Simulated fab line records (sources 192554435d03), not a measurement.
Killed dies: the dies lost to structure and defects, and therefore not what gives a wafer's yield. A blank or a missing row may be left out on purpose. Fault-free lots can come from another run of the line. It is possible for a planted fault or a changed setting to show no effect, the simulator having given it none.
One fault through the eyes of 3 desks :: flow n5 finfet :: what lay behind the numbers comes last; until then each desk has only its own

THE DEFECT DESK
Per lot, the means of the sampled wafers with a number show what the inspections along the route counted. A lot is out of limits, marked OUT, if its mean lies more than 4 standard deviations from the usual mean; the brackets give that distance.
Columns: A = raw defect count at N5_BEOL_M1_INSPECT_13, usual 425
lot: L132
first seen here: day 7 14:11
A: 443

lot: L136
first seen here: day 9 13:11
A: 498

lot: L141
first seen here: day 9 22:28
A: 697

lot: L146
first seen here: day 11 02:36
A: 547

lot: L149
first seen here: day 11 23:35
A: 385
This desk found nothing out of limits on any of the 5 lots.

FOR THE TOOL OWNER'S DESK: rie diel-04
The tool's own readings at N5_BEOL_M1_ETCH_64 (etches SOC in N2/H2, target depth 75 nm, overetch 15 nm, time 112.5 s): means of the sampled wafers that have a number, for each lot that ran on this tool. A lot is out of limits, marked OUT, if its mean lies more than 4 standard deviations from the usual mean; the brackets give that distance. It has 8 readings, of which 7 appear: the earliest out of limits, and the ones furthest out on some lot.
Columns: A = bias w at N5_BEOL_M1_ETCH_64, usual 150.0 W; B = chamber pressure mTorr at N5_BEOL_M1_ETCH_64, usual 30.000 mTorr; C = oes product au at N5_BEOL_M1_ETCH_64, usual 0.63 a.u.; D = rf fwd power W at N5_BEOL_M1_ETCH_64, usual 836.5 W; E = rf vpp V at N5_BEOL_M1_ETCH_64, usual 523.0 V; F = showerhead plenum p Torr at N5_BEOL_M1_ETCH_64, usual 2.52 Torr; G = throttle valve pct at N5_BEOL_M1_ETCH_64, usual 17.91 %
lot: L132
first seen here: day 7 14:23
A: 149.8
B: 29.988
C: 0.59
D: 837.6
E: 524.4
F: 2.56
G: 18.20

lot: L136
first seen here: day 9 13:19
A: 149.9
B: 30.007
C: 0.70
D: 837.7
E: 523.0
F: 2.51
G: 17.87

lot: L141
first seen here: day 9 22:34
A: 146.8 (-7.3) OUT
B: 29.976
C: 0.71
D: 836.2
E: 515.7
F: 2.55
G: 18.02
This desk's verdict: out of limits on L141, starting with L141 at day 9 22:34 (bias w at N5_BEOL_M1_ETCH_64). Within limits: L132, L136.

FROM THE METROLOGY DESK
What the gauges read for every lot (on any tool): the sampled wafers with a number, averaged. A lot is out of limits, marked OUT, if its mean lies more than 4 standard deviations from the usual mean; the brackets give that distance. Only the readings that lie furthest out on some lot appear, 7 of the 12 it has.
Columns: A = cd nm at N5_BEOL_M1_CD_MEAS_11, usual 17.00 nm; B = M1_OVL at N5_BEOL_M1_OVL_MEAS_12, usual 0.3 nm; C = DIBL_N at N5_BEOL_M4_RC_MEAS_101, usual 35.9 mV/V; D = IOFF_P at N5_BEOL_M4_RC_MEAS_101, usual 0.21 nA/um; E = ION_P at N5_BEOL_M4_RC_MEAS_101, usual 463 uA/um; F = SS_N at N5_BEOL_M4_RC_MEAS_101, usual 71.3 mV/dec; G = VT_P at N5_BEOL_M4_RC_MEAS_101, usual -251 mV
lot: L132
first seen here: day 7 14:06
A: 17.17
B: 1.5
C: 37.6
D: 0.24
E: 469
F: 71.6
G: -247

lot: L136
first seen here: day 9 13:06
A: 17.24
B: -0.6
C: 36.1
D: 0.19
E: 460
F: 70.7
G: -253

lot: L141
first seen here: day 9 22:22
A: 17.03
B: 0.0
C: 34.4
D: 0.19
E: 464
F: 71.2
G: -250

lot: L146
first seen here: day 11 02:31
A: 16.92
B: -0.4
C: 36.8
D: 0.26
E: 472
F: 71.3
G: -246

lot: L149
first seen here: day 11 23:29
A: 17.24
B: 0.7
C: 36.8
D: 0.19
E: 461
F: 71.4
G: -253
This desk found nothing out of limits on any of the 5 lots.

ALL TOGETHER
The tool owner's desk had the chance to raise an alarm at day 9 22:34 on L141.
No out-of-limits result turned up at the defect desk.
The metrology desk saw nothing out of limits.
The defect desk has L141 on record, within its limits.
The metrology desk has L141 on record, within its limits.
N5_BEOL_M1_ETCH_64 was run on rie diel-04 by each of the lots named.

WHAT WAS PUT IN BY THE SIMULATOR
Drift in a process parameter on rie diel-04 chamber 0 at N5_BEOL_M1_ETCH_64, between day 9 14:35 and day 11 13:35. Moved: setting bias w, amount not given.
Lots struck among those shown: L141.
Hours from the fault's start to each desk's first reading out of limits: the tool owner's desk, 8.
